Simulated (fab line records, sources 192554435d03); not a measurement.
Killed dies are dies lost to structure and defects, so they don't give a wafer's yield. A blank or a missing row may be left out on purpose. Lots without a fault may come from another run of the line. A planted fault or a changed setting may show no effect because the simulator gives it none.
Chamber matching | flow n5_finfet | N5_BEOL_M3_STRIP_36 on rie_diel-04: 4 sister chambers
The step strips in N2/H2. 27 wafers are shown with their chamber, then 12 later ones without.

WAFERS WITH THEIR CHAMBER
wafer  | chamber | drypump_motor_current_A (A) | showerhead_plenum_p_Torr (Torr) | oes_product_au (a.u.)
L074.3 | 2       | 5.7                         | 2.42                            | 0.70
L074.4 | 1       | 5.3                         | 2.51                            | 0.72
L074.6 | 1       | 5.2                         | 2.51                            | 0.72
L081.3 | 1       | 5.3                         | 2.50                            | 0.71
L081.5 | 2       | 5.7                         | 2.42                            | 0.68
L081.6 | 3       | 5.2                         | 2.48                            | 0.84
L085.1 | 0       | 5.9                         | 2.54                            | 0.70
L085.2 | 3       | 5.2                         | 2.47                            | 0.86
L085.3 | 2       | 5.7                         | 2.41                            | 0.68
L085.4 | 1       | 5.2                         | 2.50                            | 0.70
L085.5 | 0       | 5.9                         | 2.54                            | 0.71
L085.6 | 3       | 5.2                         | 2.48                            | 0.85
L087.1 | 3       | 5.2                         | 2.47                            | 0.84
L087.2 | 0       | 5.9                         | 2.54                            | 0.71
L087.3 | 1       | 5.3                         | 2.50                            | 0.70
L087.4 | 2       | 5.7                         | 2.41                            | 0.68
L087.5 | 3       | 5.2                         | 2.47                            | 0.84
L087.6 | 2       | 5.7                         | 2.41                            | 0.69
L086.1 | 1       | 5.2                         | 2.50                            | 0.69
L086.2 | 0       | 5.9                         | 2.54                            | 0.71
L086.3 | 2       | 5.7                         | 2.41                            | 0.68
L086.4 | 3       | 5.2                         | 2.47                            | 0.84
L086.5 | 0       | 5.9                         | 2.54                            | 0.71
L086.6 | 3       | 5.2                         | 2.47                            | 0.83
L090.1 | 2       | 5.7                         | 2.41                            | 0.69
L090.2 | 1       | 5.3                         | 2.50                            | 0.69
L090.3 | 0       | 5.9                         | 2.53                            | 0.70

SIGNATURES (means of the wafers above)
reading                  | chamber 0 | chamber 1 | chamber 2 | chamber 3 | scatter within a chamber
drypump_motor_current_A  | 5.900     | 5.257     | 5.700     | 5.200     | 0.0273
showerhead_plenum_p_Torr | 2.5383    | 2.5029    | 2.4129    | 2.4729    | 0.00472
oes_product_au           | 0.7067    | 0.7043    | 0.6857    | 0.8429    | 0.00937
Rule: a wafer's distance from a chamber is the root of the sum, over the readings, of the square of ((its reading less the chamber's mean) divided by the reading's scatter). The wafer belongs to the nearest chamber; if the next one is less than 2 further off, it can't be placed. The scatter: the root of (the sum of the squares of (reading less its chamber's mean) over the shown wafers, divided by (wafers less chambers)).

WAFERS WITHOUT THEIR CHAMBER
wafer  | drypump_motor_current_A (A) | showerhead_plenum_p_Torr (Torr) | oes_product_au (a.u.)
L090.4 | 5.2                         | 2.47                            | 0.85
L090.5 | 5.2                         | 2.50                            | 0.70
L090.6 | 5.9                         | 2.53                            | 0.70
L089.1 | 5.2                         | 2.47                            | 0.83
L089.5 | 5.2                         | 2.47                            | 0.83
L089.6 | 5.3                         | 2.50                            | 0.69
L093.1 | 5.7                         | 2.73                            | 0.99
L093.3 | 5.2                         | 2.47                            | 0.81
L093.4 | 5.3                         | 2.49                            | 0.69
L095.2 | 5.3                         | 2.49                            | 0.69
L095.5 | 5.2                         | 2.47                            | 0.81
L095.6 | 5.7                         | 2.73                            | 0.95

WHICH CHAMBER EACH WENT THROUGH
wafer  | from the rows above | in truth
L090.4 | 3                   | 3
L090.5 | 1                   | 1
L090.6 | 0                   | 0
L089.1 | 3                   | 3
L089.5 | 3                   | 3
L089.6 | 1                   | 1
L093.1 | 0                   | 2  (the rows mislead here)
L093.3 | 3                   | 3
L093.4 | 1                   | 1
L095.2 | 1                   | 1
L095.5 | 3                   | 3
L095.6 | 0                   | 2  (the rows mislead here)
Placed correctly: 10 of 12. Can't be placed from these rows: 0. Placed wrongly: 2.
